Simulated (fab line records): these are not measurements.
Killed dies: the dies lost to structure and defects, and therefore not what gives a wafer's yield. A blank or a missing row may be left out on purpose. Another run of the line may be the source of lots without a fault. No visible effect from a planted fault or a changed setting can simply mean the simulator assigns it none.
Which tool is to blame?	flow n5Finfet	23 lots, 69 wafers sampled, at 6 steps of a route of 1938

## WHAT THE GAUGES READ, wafer by wafer
N5_BEOL_M6_OVL_MEAS_12.
lot	measured	on	M6_OVL (nm)
L074	day 8 23:41	overlay-02	-0.4 0.1 -1.2
L075	day 9 15:28	overlay-02	0.4 0.0 0.6
L077	day 9 17:15	overlay-02	-1.0 0.6 1.1
L076	day 9 19:11	overlay-01	-0.6 0.8 -0.2
L078	day 9 23:47	overlay-02	0.5 1.2 0.1
L079	day 10 02:30	overlay-02	0.3 -0.2 -0.7
L081	day 11 10:31	overlay-01	0.2 0.3 0.7
L082	day 11 11:59	overlay-01	-0.8 -0.1 0.7
L083	day 11 14:59	overlay-02	0.1 -0.1 -0.3
L080	day 11 16:47	overlay-01	0.0 -1.0 -0.1
L084	day 11 19:14	overlay-02	-0.2 -0.8 -0.2
L085	day 11 22:53	overlay-01	-0.5 -1.0 -0.2
L086	day 12 11:43	overlay-01	-0.8 -0.4 -1.1
L090	day 12 15:01	overlay-01	0.0 -1.8 -1.1
L087	day 13 09:53	overlay-01	1.7 -0.5 1.6
L088	day 13 17:19	overlay-01	-0.6 -0.3 -0.1
L089	day 13 18:41	overlay-02	-0.7 -0.6 -0.7
L091	day 13 22:11	overlay-01	0.3 1.1 -0.4
L092	day 14 17:11	overlay-01	0.1 -0.2 0.2
L094	day 15 09:42	overlay-01	-0.2 0.7 -0.1
L093	day 15 15:02	overlay-02	1.7 1.5 -0.2
L095	day 15 21:41	overlay-02	-1.9 -0.7 -1.4
L096	day 15 22:55	overlay-02	-0.9 -0.1 -1.8

N5_BEOL_M6_CD_MEAS_18: pitch 80 nm, target cd 40 nm.
lot	measured	on	cdNm (nm)
L074	day 9 00:16	cdSem-01	40.3 39.6 39.7
L075	day 9 15:59	cdSem-01	41.1 39.7 39.7
L077	day 9 17:47	cdSem-02	42.2 40.0 41.3
L076	day 9 20:29	cdSem-03	40.7 39.6 40.7
L078	day 10 00:19	cdSem-03	39.6 41.4 40.0
L079	day 10 03:02	cdSem-01	40.0 39.6 39.3
L081	day 11 11:02	cdSem-03	40.6 40.2 40.1
L082	day 11 12:30	cdSem-01	41.4 41.4 40.8
L083	day 11 15:35	cdSem-01	39.0 39.5 40.1
L080	day 11 17:28	cdSem-02	40.3 40.1 40.0
L084	day 11 19:45	cdSem-01	40.8 40.3 40.8
L085	day 11 23:37	cdSem-03	40.1 41.5 40.1
L086	day 12 12:14	cdSem-01	40.2 40.1 39.4
L090	day 12 15:32	cdSem-02	40.4 40.5 39.8
L087	day 13 10:25	cdSem-03	40.3 40.6 40.7
L088	day 13 17:52	cdSem-03	40.8 41.0 41.1
L089	day 13 19:12	cdSem-02	40.5 40.3 40.4
L091	day 13 22:53	cdSem-03	40.3 40.9 40.4
L092	day 14 17:52	cdSem-01	40.3 41.9 41.4
L094	day 15 10:13	cdSem-03	39.4 39.9 39.3
L093	day 15 15:33	cdSem-03	41.2 40.5 40.9
L095	day 15 22:12	cdSem-02	41.0 40.8 40.2
L096	day 15 23:30	cdSem-01	41.1 39.3 40.4

## EACH LOT AND THE TOOL THAT RAN IT (in order: tool; ch and the chambers of the sampled wafers; start)
lot	N5_BEOL_M5_DESCUM_33	N5_BEOL_M5_ETCH_67	N5_BEOL_M5_SPUTTER_81	N5_BEOL_M6_STRIP_67
L074	rieDiel-06 ch 0,1,3, day 8 13:37	rieDiel-06 ch 0,1,3, day 8 13:40	pvdSputter-02, day 8 16:47	rieDiel-04 ch 0,1, day 9 00:02
L075	rieDiel-06 ch 0,1,2, day 9 02:15	rieDiel-06 ch 0,1,2, day 9 02:18	pvdSputter-02, day 9 06:01	rieDiel-01 ch 0,1,3, day 9 15:46
L077	rieDiel-06 ch 0,1,3, day 9 08:35	rieDiel-06 ch 0,1,3, day 9 08:38	pvdSputter-01, day 9 11:31	rieDiel-03 ch 2,3, day 9 17:33
L076	rieDiel-05 ch 0,1,2, day 9 08:59	rieDiel-05 ch 0,1,2, day 9 09:02	pvdSputter-03, day 9 12:55	rieDiel-03 ch 0,2, day 9 20:16
L078	rieDiel-05 ch 0,1, day 9 13:03	rieDiel-05 ch 0,1, day 9 13:06	pvdSputter-02, day 9 16:55	rieDiel-03 ch 0,2,3, day 10 00:05
L079	rieDiel-02 ch 0,1,3, day 9 16:20	rieDiel-02 ch 0,1,3, day 9 16:23	pvdSputter-03, day 9 19:36	rieDiel-01 ch 0,3, day 10 02:49
L081	rieDiel-06 ch 0,2,3, day 11 01:15	rieDiel-06 ch 0,2,3, day 11 01:18	pvdSputter-01, day 11 04:17	rieDiel-01 ch 0,1,3, day 11 10:49
L082	rieDiel-02 ch 1,2,3, day 11 01:21	rieDiel-02 ch 1,2,3, day 11 01:24	pvdSputter-02, day 11 05:39	rieDiel-04 ch 0,1,2, day 11 12:17
L083	rieDiel-06 ch 2,3, day 11 01:44	rieDiel-06 ch 2,3, day 11 01:47	pvdSputter-03, day 11 05:47	rieDiel-01 ch 0,1, day 11 15:22
L080	rieDiel-05 ch 0,1, day 11 07:29	rieDiel-05 ch 0,1, day 11 07:32	pvdSputter-03, day 11 10:28	rieDiel-04 ch 0,1, day 11 17:11
L084	rieDiel-02 ch 1,2,3, day 11 09:38	rieDiel-02 ch 1,2,3, day 11 09:40	pvdSputter-01, day 11 12:38	rieDiel-01 ch 0,1,3, day 11 19:32
L085	rieDiel-05 ch 1,2, day 11 10:10	rieDiel-05 ch 1,2, day 11 10:13	pvdSputter-03, day 11 14:53	rieDiel-03 ch 1,2,3, day 11 23:14
L086	rieDiel-06 ch 0,1,3, day 12 03:17	rieDiel-06 ch 0,1,3, day 12 03:20	pvdSputter-02, day 12 06:05	rieDiel-01 ch 0,3, day 12 12:01
L090	rieDiel-02 ch 1,2,3, day 12 06:36	rieDiel-02 ch 1,2,3, day 12 06:40	pvdSputter-01, day 12 09:25	rieDiel-03 ch 0,1,2, day 12 15:19
L087	rieDiel-02 ch 0,1,3, day 12 23:38	rieDiel-02 ch 0,1,3, day 12 23:41	pvdSputter-02, day 13 02:40	rieDiel-04 ch 1,3, day 13 10:11
L088	rieDiel-05 ch 0,1,3, day 13 05:44	rieDiel-05 ch 0,1,3, day 13 05:47	pvdSputter-03, day 13 10:17	rieDiel-01 ch 1,2,3, day 13 17:37
L089	rieDiel-02 ch 0,3, day 13 08:41	rieDiel-02 ch 0,3, day 13 08:44	pvdSputter-01, day 13 12:11	rieDiel-03 ch 0,2,3, day 13 18:58
L091	rieDiel-05 ch 1,3, day 13 08:52	rieDiel-05 ch 1,3, day 13 08:55	pvdSputter-03, day 13 14:43	rieDiel-03 ch 1,2, day 13 22:39
L092	rieDiel-06 ch 0,2,3, day 14 06:28	rieDiel-06 ch 0,2,3, day 14 06:31	pvdSputter-03, day 14 09:50	rieDiel-01 ch 0,1,3, day 14 17:33
L094	rieDiel-02 ch 0,2,3, day 14 21:56	rieDiel-02 ch 0,2,3, day 14 21:59	pvdSputter-03, day 15 00:56	rieDiel-01 ch 1,2,3, day 15 10:00
L093	rieDiel-05 ch 0,2,3, day 15 02:17	rieDiel-05 ch 0,2,3, day 15 02:20	pvdSputter-01, day 15 08:58	rieDiel-03 ch 0,2,3, day 15 15:20
L095	rieDiel-06 ch 1,2, day 15 09:29	rieDiel-06 ch 1,2, day 15 09:33	pvdSputter-02, day 15 14:03	rieDiel-04 ch 1,2,3, day 15 21:59
L096	rieDiel-06 ch 0,1,3, day 15 13:07	rieDiel-06 ch 0,1,3, day 15 13:10	pvdSputter-01, day 15 16:55	rieDiel-03 ch 0,3, day 15 23:13
- N5_BEOL_M5_DESCUM_33: chemistry O2, time 7 s.
- N5_BEOL_M5_ETCH_67: etches SiARC in CF4, target depth 15.6 nm, time 26 s.
- N5_BEOL_M5_SPUTTER_81: material Cu, target thk 15 nm, time 27.62 s.
- N5_BEOL_M6_STRIP_67: strips in CF4.

## WHAT THE TOOLS THEMSELVES READ (means of the sampled wafers that have a number; where no wafer has one, the mark that the record gives instead)
N5_BEOL_M5_DESCUM_33.
lot	tool	chamberPressureMTorr (mTorr)	drypumpMotorCurrentA (A)	oesProductAu (a.u.)	rfVppV (V)	showerheadPlenumPTorr (Torr)	throttleValvePct (%)
L074	rieDiel-06	19.999	5.9	0.80	243.8	2.11	20.34
L075	rieDiel-06	20.010	6.3	0.78	242.0	2.05	20.35
L077	rieDiel-06	19.995	6.0	0.79	243.6	2.11	20.35
L076	rieDiel-05	20.010	6.1	0.78	243.1	2.07	20.34
L078	rieDiel-05	19.975	5.8	0.85	242.6	2.09	20.16
L079	rieDiel-02	19.969	6.3	0.74	243.7	2.09	20.62
L081	rieDiel-06	19.995	6.3	0.76	242.4	2.10	20.53
L082	rieDiel-02	20.010	6.0	0.72	243.1	2.08	20.56
L083	rieDiel-06	20.013	6.3	0.70	242.3	2.05	20.70
L080	rieDiel-05	20.003	5.9	0.82	243.3	2.08	20.18
L084	rieDiel-02	19.984	6.0	0.71	242.6	2.08	20.56
L085	rieDiel-05	19.996	6.1	0.69	242.1	2.00	20.57
L086	rieDiel-06	20.005	5.9	0.78	243.8	2.10	20.38
L090	rieDiel-02	19.986	6.0	0.71	242.5	2.08	20.56
L087	rieDiel-02	19.986	6.3	0.73	243.0	2.08	20.66
L088	rieDiel-05	20.012	5.6	0.75	242.7	2.06	20.38
L089	rieDiel-02	19.982	6.5	0.73	242.3	2.06	20.75
L091	rieDiel-05	20.005	5.5	0.68	241.3	2.00	20.60
L092	rieDiel-06	20.009	6.2	0.86	244.1	2.18	20.46
L094	rieDiel-02	19.996	6.3	0.80	243.1	2.04	20.56
L093	rieDiel-05	19.986	5.9	0.82	243.2	2.08	20.21
L095	rieDiel-06	19.994	6.1	0.81	242.7	2.08	20.30
L096	rieDiel-06	20.007	6.0	0.75	243.1	2.10	20.42

N5_BEOL_M5_ETCH_67.
lot	tool	chamberPressureMTorr (mTorr)	drypumpMotorCurrentA (A)	etchRfOnTimeS (s)	oesProductAu (a.u.)	rfVppV (V)	showerheadPlenumPTorr (Torr)	throttleValvePct (%)
L074	rieDiel-06	40.02	6.0	26.0	0.68	184.6	2.16	15.50
L075	rieDiel-06	39.99	6.3	26.3	0.67	182.7	2.10	15.55
L077	rieDiel-06	40.02	6.0	26.0	0.67	184.4	2.16	15.51
L076	rieDiel-05	40.02	6.2	26.2	0.66	183.8	2.12	15.59
L078	rieDiel-05	39.99	5.9	26.2	0.72	184.5	2.14	15.42
L079	rieDiel-02	39.99	6.2	26.5	0.63	183.8	2.13	15.73
L081	rieDiel-06	39.97	6.2	25.6	0.65	184.4	2.15	15.73
L082	rieDiel-02	39.99	6.0	26.2	0.61	183.3	2.12	15.73
L083	rieDiel-06	40.02	6.3	25.9	0.61	183.4	2.10	15.91
L080	rieDiel-05	40.01	5.9	26.3	0.70	183.4	2.14	15.45
L084	rieDiel-02	40.02	6.0	26.0	0.61	183.2	2.12	15.74
L085	rieDiel-05	40.02	6.0	27.3	0.58	183.3	2.07	15.89
L086	rieDiel-06	39.97	5.9	25.8	0.66	184.3	2.15	15.54
L090	rieDiel-02	40.02	6.0	26.2	0.61	184.0	2.12	15.75
L087	rieDiel-02	40.01	6.2	26.2	0.62	183.7	2.12	15.78
L088	rieDiel-05	40.00	5.6	27.0	0.63	184.1	2.12	15.69
L089	rieDiel-02	40.02	6.6	26.0	0.63	182.5	2.10	15.83
L091	rieDiel-05	40.01	5.5	27.0	0.58	183.0	2.06	15.93
L092	rieDiel-06	39.98	6.2	25.3	0.73	184.3	2.23	15.62
L094	rieDiel-02	39.97	6.3	25.6	0.69	183.9	2.09	15.67
L093	rieDiel-05	40.02	5.9	25.7	0.69	184.4	2.14	15.46
L095	rieDiel-06	40.03	6.1	26.6	0.68	183.8	2.12	15.46
L096	rieDiel-06	39.98	6.0	26.2	0.64	184.2	2.14	15.59

N5_BEOL_M5_SPUTTER_81.
lot	tool	throttleValvePct (%)
L074	pvdSputter-02	29.1
L075	pvdSputter-02	29.1
L077	pvdSputter-01	29.0
L076	pvdSputter-03	29.4
L078	pvdSputter-02	29.8
L079	pvdSputter-03	29.7
L081	pvdSputter-01	28.7
L082	pvdSputter-02	28.4
L083	pvdSputter-03	29.3
L080	pvdSputter-03	29.9
L084	pvdSputter-01	28.7
L085	pvdSputter-03	29.5
L086	pvdSputter-02	28.5
L090	pvdSputter-01	29.3
L087	pvdSputter-02	28.4
L088	pvdSputter-03	29.3
L089	pvdSputter-01	30.0
L091	pvdSputter-03	30.1
L092	pvdSputter-03	29.4
L094	pvdSputter-03	29.6
L093	pvdSputter-01	29.7
L095	pvdSputter-02	29.8
L096	pvdSputter-01	29.6

N5_BEOL_M6_STRIP_67.
lot	tool	chamberPressureMTorr (mTorr)	drypumpMotorCurrentA (A)	oesProductAu (a.u.)	rfVppV (V)	showerheadPlenumPTorr (Torr)	throttleValvePct (%)
L074	rieDiel-04	50.01	5.65	0.72	269.3	1.75	13.62
L075	rieDiel-01	50.00	5.40	0.76	270.3	1.76	13.56
L077	rieDiel-03	50.02	5.27	0.86	272.6	1.84	13.47
L076	rieDiel-03	49.97	5.52	0.90	271.7	1.84	13.11
L078	rieDiel-03	49.98	5.40	0.87	273.0	1.84	13.28
L079	rieDiel-01	49.98	5.26	0.81	270.2	1.78	13.46
L081	rieDiel-01	49.98	5.40	0.74	270.3	1.75	13.60
L082	rieDiel-04	50.06	5.61	0.77	270.9	1.75	13.51
L083	rieDiel-01	49.96	5.43	0.69	271.1	1.78	13.67
L080	rieDiel-04	49.98	5.66	0.70	270.7	1.74	13.64
L084	rieDiel-01	49.94	5.40	0.74	269.8	1.75	13.61
L085	rieDiel-03	50.03	5.40	0.87	273.0	1.85	13.47
L086	rieDiel-01	50.01	5.31	0.74	270.4	1.80	13.62
L090	rieDiel-03	50.00	5.53	0.89	271.7	1.85	13.29
L087	rieDiel-04	50.08	5.67	0.70	268.8	1.72	13.73
L088	rieDiel-01	49.99	5.56	0.83	271.4	1.78	13.48
L089	rieDiel-03	49.97	5.39	0.83	272.4	1.83	13.35
L091	rieDiel-03	49.96	5.54	0.88	271.7	1.85	13.46
L092	rieDiel-01	50.00	5.40	0.90	271.9	1.82	13.27
L094	rieDiel-01	50.00	5.55	0.81	270.1	1.78	13.53
L093	rieDiel-03	49.98	5.40	0.81	271.7	1.83	13.40
L095	rieDiel-04	49.96	5.53	0.83	270.4	1.81	13.41
L096	rieDiel-03	50.02	5.56	0.79	271.7	1.80	13.41

## THE ANSWER, worked out from the rows above alone
Rule: the lots themselves supply what counts as usual. The widest of any qualifying gaps counts: lots, ordered by their means at a reading, are off when they make up no more than a third of the lots, leave a main group of 4 or more, and stand apart from it by 3 or more times the standard deviation of that group's means. Not used: any main group whose means are identical at the precision the tables above print for the reading. Also off: a lot with no number at a reading for which 4 or more lots have one. Where the step has rows for the other lots, those lots are counted as sound. After the gauges, taken in route order, come the tools' own readings; for these a lot's mean is taken, as printed above. At the first step where some lot is off, the reading lying furthest off is the one used; lots without a number count as furthest.
No lot is off on any of the readings shown, so nothing can be concluded from this.

## WHAT HAD BEEN PUT IN BY THE SIMULATOR
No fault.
